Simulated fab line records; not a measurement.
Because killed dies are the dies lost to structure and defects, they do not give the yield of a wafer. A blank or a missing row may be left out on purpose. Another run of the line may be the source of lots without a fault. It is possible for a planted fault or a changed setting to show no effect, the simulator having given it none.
Which tool was responsible? + flow n5-finfet + 9 lots, 26 wafers sampled, at 1 step of a route of 1938

## WHAT THE GAUGES READ, wafer by wafer
N5_BEOL_M4_RC_MEAS_101. Usual: DIBL_N 36.4 mV/V, standard deviation 2.7; DIBL_P 36 mV/V, standard deviation 3.2; IOFF_N 0.16 nA/um, standard deviation 0.046; IOFF_P 0.21 nA/um, standard deviation 0.055; ION_N 677 uA/um, standard deviation 15; ION_P 464 uA/um, standard deviation 11; SS_N 71.5 mV/dec, standard deviation 0.79; SS_P 73.3 mV/dec, standard deviation 0.93; VT_N 250 mV, standard deviation 4.1; VT_P -251 mV, standard deviation 4.4.
| lot  | measured     | on        | DIBL_N (mV/V)  | DIBL_P (mV/V) | IOFF_N (nA/um) | IOFF_P (nA/um) | ION_N (uA/um) | ION_P (uA/um) | SS_N (mV/dec)  | SS_P (mV/dec)  | VT_N (mV)   | VT_P (mV)      | flag |
|------|--------------|-----------|----------------|---------------|----------------|----------------|---------------|---------------|----------------|----------------|-------------|----------------|------|
| L937 | day 7 20:13  | prober-01 | 34.9 36.4 39.0 | 35 37 41      | 0.14 0.18 0.23 | 0.22 0.26 0.35 | 670 683 690   | 466 472 470   | 72.1 72.4 72.5 | 73.6 73.2 75.1 | 251 247 247 | -247 -245 -240 |      |
| L945 | day 10 14:48 | prober-02 | 38.0 36.2 37.5 | 36 36 36      | 0.17 0.13 0.17 | 0.23 0.22 0.21 | 672 671 683   | 461 461 460   | 72.2 71.8 72.0 | 73.8 72.7 73.7 | 249 255 249 | -250 -250 -252 |      |
| L947 | day 10 22:13 | prober-02 | 36.4 37.7 36.7 | 37 38 36      | 0.16 0.19 0.15 | 0.22 0.23 0.19 | 677 709 672   | 468 480 457   | 71.0 71.3 71.5 | 74.2 73.8 73.1 | 247 243 251 | -248 -249 -252 |      |
| L953 | day 12 02:02 | prober-01 | 36.6 40.7      | 38 43         | 0.16 0.25      | 0.19 0.26      | 692 694       | 463 461       | 71.7 72.5      | 73.7 74.8      | 248 247     | -253 -250      |      |
| L954 | day 12 21:01 | prober-01 | 40.7 42.5 36.0 | 40 44 35      | 0.20 0.25 0.13 | 0.23 0.31 0.17 | 690 694 677   | 462 476 467   | 72.2 72.7 70.9 | 73.8 75.2 72.6 | 249 246 253 | -250 -247 -253 |      |
| L955 | day 12 22:44 | prober-02 | 34.7 37.8 34.3 | 35 41 36      | 0.13 0.18 0.12 | 0.14 0.22 0.16 | 667 671 658   | 445 450 445   | 71.0 72.3 71.2 | 72.4 73.9 72.7 | 255 251 254 | -255 -253 -258 |      |
| L957 | day 13 10:51 | prober-01 | 36.5 32.8 35.4 | 35 31 34      | 0.14 0.10 0.13 | 0.19 0.14 0.17 | 663 659 670   | 462 453 461   | 70.9 70.5 71.1 | 72.6 72.4 72.0 | 250 256 252 | -251 -256 -255 |      |
| L958 | day 14 04:37 | prober-02 | 36.8 37.1 37.0 | 37 38 38      | 0.19 0.20 0.17 | 0.23 0.23 0.23 | 697 694 673   | 475 466 466   | 71.2 71.2 71.6 | 72.9 73.8 74.1 | 246 246 247 | -248 -253 -251 |      |
| L959 | day 14 07:22 | prober-02 | 40.0 36.7 41.0 | 38 34 40      | 0.21 0.14 0.23 | 0.22 0.16 0.25 | 677 659 689   | 457 448 467   | 72.4 71.2 72.3 | 73.5 72.5 74.2 | 249 253 247 | -253 -257 -252 |      |

## WHAT TOOL EACH LOT RAN ON (gives the tool, then ch and the chambers of the sampled wafers, and finally the start)
Before these readings, the record contains no process step.

## WHAT THE TOOLS THEMSELVES READ (means of the sampled wafers that have a number; where no wafer has one, the mark that the record gives instead)
The record holds no such reading with a usual standard deviation.

## THE ANSWER, worked out from the rows above alone
Rule: a lot counts as off when the mean over its wafers that have a number is more than 3 standard deviations away from the usual mean. A lot without any number at a reading at which 4 lots or more have one is off too. All remaining lots with rows at the step are treated as sound. Order of review: gauges by route order, followed by the tools' own readings, for which a lot's mean as printed above is used. At the first step where some lot is off, the reading lying furthest off is the one used; lots without a number count as furthest.
Across all readings shown, no lot is off: no conclusion can be drawn from this.

## WHAT THE SIMULATOR HAD PUT IN
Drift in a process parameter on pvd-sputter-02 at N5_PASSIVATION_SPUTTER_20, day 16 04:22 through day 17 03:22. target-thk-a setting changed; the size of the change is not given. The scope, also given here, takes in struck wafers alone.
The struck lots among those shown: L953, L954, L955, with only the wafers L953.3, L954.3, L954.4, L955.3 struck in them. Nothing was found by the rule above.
